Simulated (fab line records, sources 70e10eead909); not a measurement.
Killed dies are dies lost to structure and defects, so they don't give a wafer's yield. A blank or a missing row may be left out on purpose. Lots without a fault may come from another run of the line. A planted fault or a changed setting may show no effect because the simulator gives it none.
Problem report in the 8D (eight disciplines) form, filled by code | flow nand_harc | the parts of the form that need people (team, actions taken, sign-off) are left out

1. THE PROBLEM
killed_at_periphery at NHARC_END_SORT_01 reads a mean of 632.2 on 6 wafers of 3 lots; wafers without a fault read 3.8 with a standard deviation of 2.4. That is +99 or more standard deviations from the usual mean.
First seen on wafer L575.1, day 30 15:33, on prober-02. The record holds 7 wafers of 3 lots with a number at this step. Rule for "out", or "out of limits": more than 4 standard deviations from the usual mean. The other wafers with a number count as sound.

2. WHAT IT IS AND WHAT IT IS NOT
question                    | is                                             | is not
which readings at this step | killed_at_periphery, killed_dies               | killed_at_array, killed_at_other, killed_open, killed_short
which lots                  | L574, L575, L576                               | -
which wafers of those lots  | L574.1, L574.6, L575.1, L575.6, L576.1, L576.6 | L574.4
read on which gauges        | prober-01, prober-02                           | -
when                        | from day 30 15:33                              | up to then (0 sound wafers); but 1 sound wafer of L574 came after

3. SUSPECTS, AND WHAT RULES EACH OUT
Counting: a tool at a process step up to the reading stays a suspect if it ran every lot that is out. Sound lots after the first of them don't rule it out here, since some wafers of a struck lot are sound.
- the gauge at NHARC_END_SORT_01: ruled out. The wafers that are out were read on 2 gauges (prober-01, prober-02).
- rie_diel-01 at NHARC_P_GATE_ETCHBACK_37 (etches the open film in CHF3/O2, target depth 34.5 nm, time 17.2 s): kept. It ran every lot that is out, first L574 (day 11 16:11). Its own readings are out on those wafers: run_length_s.
- rie_diel-01 at NHARC_P_GATE_STRIP_101 (strips in O2, time 20 s): kept. It ran every lot that is out, first L574 (day 11 16:17).
Left after counting: rie_diel-01 at NHARC_P_GATE_ETCHBACK_37, rie_diel-01 at NHARC_P_GATE_STRIP_101.

4. THE CAUSE (what the simulator had put in)
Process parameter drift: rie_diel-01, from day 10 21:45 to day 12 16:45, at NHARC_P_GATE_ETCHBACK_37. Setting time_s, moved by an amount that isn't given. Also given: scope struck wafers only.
Counting left 2 suspects, and this tool is among them.

5. THE CHAIN OF EFFECTS, in route order
Each row: a reading whose mean over the struck wafers that have a number lies more than 3 standard deviations from the usual. Only readings for which the record gives a usual standard deviation are gone through. hours: the time from each lot's start at the first step in this table that gives one to its start at this step, as a median over the lots. sigmas: the change in usual standard deviations.
hours | step                     | reading             | usual  | on struck wafers | change | sigmas
0     | NHARC_P_GATE_ETCHBACK_37 | run_length_s        | 38.7 s | 60.3             | +21.6  | +44
455   | NHARC_END_SORT_01        | killed_at_periphery | 3.8    | 632.2            | +628.4 | +99 or more
455   | NHARC_END_SORT_01        | killed_dies         | 58     | 677              | +619   | +29
The process steps in it:
- NHARC_P_GATE_ETCHBACK_37: etches the open film in CHF3/O2, target depth 34.5 nm, time 17.2 s.

6. WHAT WOULD HAVE CAUGHT IT SOONER
In this record the first reading out of limits at a measuring or inspecting step was taken at day 30 15:33, 474 hours after the fault began at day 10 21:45.
The tool's own readings at NHARC_P_GATE_ETCHBACK_37 were out on every struck wafer that the step has a row for (run_length_s): an alarm limit on them would have fired on the first of those.
All the lots that are out (3) had begun NHARC_P_GATE_ETCHBACK_37 on rie_diel-01 by day 30 15:33. A hold on the tool at that time would have spared none of them.
